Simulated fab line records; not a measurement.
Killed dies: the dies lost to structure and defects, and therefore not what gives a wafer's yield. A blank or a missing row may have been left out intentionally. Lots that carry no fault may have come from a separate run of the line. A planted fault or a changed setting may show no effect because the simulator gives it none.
Which tool did it?	flow nandHarc	14 lots with 42 wafers sampled at 4 steps, on a route of 1159 steps

== WHAT THE GAUGES SHOWED, per wafer ==
NHARC_A_CONTACT_OVL_MEAS_70. Usual: overlayXNm -0.1 nm, standard deviation 0.87; overlayYNm 0.0 nm, standard deviation 0.76.
lot	measured	on	overlayXNm (nm)	overlayYNm (nm)	flag
L821	day 17 03:40	overlay-01	-0.7 -0.9 -1.0	-0.5 0.0 -1.0	
L825	day 17 08:04	overlay-02	-0.9 -0.5 -0.8	-0.2 -0.4 0.0	
L824	day 17 08:46	overlay-02	0.5 0.8 1.2	1.2 1.2 1.6	
L828	day 18 14:38	overlay-01	-1.0 -0.8 -1.1	-0.9 -1.4 -1.1	
L829	day 19 07:02	overlay-02	0.5 0.9 0.5	-0.8 -0.5 -1.3	
L831	day 20 10:12	overlay-01	0.0 0.8 0.3	0.5 0.4 -0.4	
L838	day 20 20:50	overlay-01	-0.6 -1.2 -1.0	0.9 0.6 0.4	
L836	day 21 04:29	overlay-02	1.0 0.2 0.9	0.0 -0.3 -0.2	
L837	day 21 11:51	overlay-02	-1.4 -1.5 -1.1	0.8 0.1 0.1	
L839	day 21 15:37	overlay-01	-0.2 0.0 -0.7	0.4 0.0 0.4	
L841	day 21 21:48	overlay-02	0.1 0.2 0.4	-0.8 -1.7 -0.6	
L842	day 22 05:28	overlay-02	-0.3 -1.0 -0.6	1.6 1.2 1.1	
L844	day 22 05:54	overlay-01	-0.1 0.1 0.3	0.0 -0.5 0.1	
L843	day 22 09:35	overlay-01	-1.1 -1.4 -1.7	1.1 1.4 1.0	

NHARC_A_CONTACT_CD_MEAS_80. Usual: cdNm reads 189.6 nm (standard deviation 0.74).
lot	measured	on	cdNm (nm)	flag
L821	day 17 08:55	cdSem-02	189.8 189.6 188.9	
L825	day 17 11:57	cdSem-01	189.4 189.1 188.8	
L824	day 17 12:20	cdSem-03	189.4 189.4 190.2	
L828	day 18 18:26	cdSem-03	189.3 189.7 189.4	
L829	day 19 10:23	cdSem-02	189.7 189.0 189.3	
L831	day 20 13:50	cdSem-01	190.6 190.9 190.2	
L838	day 21 00:12	cdSem-01	189.4 190.1 189.6	
L836	day 21 07:51	cdSem-03	190.2 189.9 190.1	
L837	day 21 15:16	cdSem-03	188.1 188.7 188.5	
L839	day 21 19:53	cdSem-02	190.0 189.7 189.3	
L841	day 22 02:33	cdSem-01	189.7 189.5 189.5	
L842	day 22 08:49	cdSem-01	190.1 189.3 189.3	
L844	day 22 09:18	cdSem-03	190.5 189.5 189.4	
L843	day 22 12:56	cdSem-02	188.2 188.3 188.4	

== WHAT TOOL EACH LOT RAN ON (gives the tool, then ch and the chambers of the sampled wafers, and finally the start) ==
lot	NHARC_A_CONTACT_ETCH_78	NHARC_A_CONTACT_ETCH_126
L821	rieDiel-13 ch 0,1,3, day 17 06:44 or earlier	harCapEtch-02 ch 0,1, day 17 06:44
L825	rieDiel-01 ch 1,2,3, day 17 09:50 or earlier	harCapEtch-02 ch 0,1, day 17 09:50
L824	rieDiel-13 ch 0,1,2, day 17 10:28 or earlier	harCapEtch-03 ch 0,1, day 17 10:28
L828	rieDiel-05 ch 0,1,2, day 18 16:40 or earlier	harCapEtch-02 ch 0,1, day 18 16:40
L829	rieDiel-05 ch 0,2,3, day 19 08:40 or earlier	harCapEtch-02 ch 0,1, day 19 08:40
L831	rieDiel-13 ch 0,3, day 20 12:04 or earlier	harCapEtch-03 ch 0,1, day 20 12:04
L838	rieDiel-01 ch 1,2,3, day 20 22:25 or earlier	harCapEtch-03 ch 0,1, day 20 22:25
L836	rieDiel-05 ch 1,2,3, day 21 06:04 or earlier	harCapEtch-03 ch 0,1, day 21 06:04
L837	rieDiel-13 ch 0,2,3, day 21 13:30 or earlier	harCapEtch-01 ch 0,1, day 21 13:30
L839	rieDiel-05 ch 0,1,2, day 21 17:46 or earlier	harCapEtch-03 ch 0,1, day 21 17:46
L841	rieDiel-01 ch 1,2, day 22 00:46 or earlier	harCapEtch-01 ch 0,1, day 22 00:46
L842	rieDiel-05 ch 0,2,3, day 22 07:02 or earlier	harCapEtch-01 ch 0,1, day 22 07:02
L844	rieDiel-13 ch 0,3, day 22 07:33 or earlier	harCapEtch-02 ch 0,1, day 22 07:33
L843	rieDiel-13 ch 1,2,3, day 22 11:10 or earlier	harCapEtch-01 ch 0,1, day 22 11:10
- NHARC_A_CONTACT_ETCH_78: etches the open film in O2/COS, target depth 2800 nm, time 728 s.
- NHARC_A_CONTACT_ETCH_126: etches the open film in C4F8/O2/Ar, time 155 s, target depth 956 nm.

== AS READ BY THE TOOLS THEMSELVES (means over the sampled wafers that have a number; for cases with no such wafer, the mark the record gives instead) ==
NHARC_A_CONTACT_ETCH_78. Usual: biasW 300.0 W, standard deviation 0.96; chamberPressureMTorr 20.000 mTorr, standard deviation 0.018; cosFlowSccm 20.00 sccm, standard deviation 0.059; drypumpMotorCurrentA 5.6 A, standard deviation 0.57; oesProductAu 1.001 a.u., standard deviation 0.008; rfVppV 313.5 V, standard deviation 2; showerheadPlenumPTorr 3.08 Torr, standard deviation 0.13; throttleValvePct 28.330 %, standard deviation 0.01.
lot	tool	biasW (W)	chamberPressureMTorr (mTorr)	cosFlowSccm (sccm)	drypumpMotorCurrentA (A)	oesProductAu (a.u.)	rfVppV (V)	showerheadPlenumPTorr (Torr)	throttleValvePct (%)	flag
L821	rieDiel-13	300.3	19.988	20.01	5.7	0.997	310.5	2.93	28.340	
L825	rieDiel-01	299.6	20.015	20.03	5.7	0.993	314.3	3.14	28.335	
L824	rieDiel-13	300.0	19.985	19.96	6.1	1.001	311.9	2.97	28.321	
L828	rieDiel-05	300.3	19.988	19.98	5.6	1.004	313.3	3.05	28.331	
L829	rieDiel-05	299.6	20.005	20.05	5.2	0.994	312.4	3.08	28.337	
L831	rieDiel-13	300.7	20.011	20.05	5.4	1.004	315.6	3.24	28.323	
L838	rieDiel-01	300.1	20.010	20.04	5.7	1.006	315.4	3.13	28.334	
L836	rieDiel-05	300.1	20.015	20.06	5.3	0.998	313.7	3.06	28.330	
L837	rieDiel-13	299.9	19.995	19.93	5.7	0.995	313.6	3.12	28.332	
L839	rieDiel-05	299.1	20.015	20.05	5.6	0.995	313.4	3.04	28.324	
L841	rieDiel-01	300.3	19.984	19.98	5.9	1.004	314.1	3.10	28.339	
L842	rieDiel-05	299.8	19.992	20.01	5.2	1.008	312.9	3.07	28.321	
L844	rieDiel-13	300.7	19.982	19.99	5.4	1.004	314.0	3.11	28.334	
L843	rieDiel-13	300.0	19.998	20.03	6.0	1.000	316.3	3.24	28.335	

NHARC_A_CONTACT_ETCH_126. Usual: chamberPressureMTorr 20.002 mTorr, standard deviation 0.018; oesAirLineAu 0.996 a.u., standard deviation 0.019.
lot	tool	chamberPressureMTorr (mTorr)	oesAirLineAu (a.u.)	flag
L821	harCapEtch-02	20.010	0.975	
L825	harCapEtch-02	20.007	0.997	
L824	harCapEtch-03	19.992	0.980	
L828	harCapEtch-02	19.984	1.002	
L829	harCapEtch-02	-	-	OFF
L831	harCapEtch-03	-	-	OFF
L838	harCapEtch-03	20.023	1.016	
L836	harCapEtch-03	19.990	1.017	
L837	harCapEtch-01	20.013	0.996	
L839	harCapEtch-03	20.000	1.001	
L841	harCapEtch-01	20.002	0.996	
L842	harCapEtch-01	20.002	0.976	
L844	harCapEtch-02	20.011	0.980	
L843	harCapEtch-01	20.005	0.987	

== THE ANSWER, worked out from the rows above alone ==
Rule: lot off if the mean of its wafers having a number is beyond 3 standard deviations from the usual mean. A lot without any number at a reading at which 4 lots or more have one is off too. The other lots that the step has rows for count as sound. After the gauges, taken in route order, come the tools' own readings; for these a lot's mean is taken, as printed above. The first step at which some lot is off is used, and at that step the reading that is off furthest; a lot without a number counts as furthest.
Off: L829, L831 (NHARC_A_CONTACT_ETCH_126, chamberPressureMTorr). Without a number there: L829, L831.
A tool fits if, at that step or a process step before it, it ran every lot that is off, and no sound lot after the first of them. NHARC_A_CONTACT_ETCH_78: start missing for some lots; hours and lot order therefore follow NHARC_A_CONTACT_ETCH_126. None of those tried fits.

== WHAT THE SIMULATOR HAD INSERTED ==
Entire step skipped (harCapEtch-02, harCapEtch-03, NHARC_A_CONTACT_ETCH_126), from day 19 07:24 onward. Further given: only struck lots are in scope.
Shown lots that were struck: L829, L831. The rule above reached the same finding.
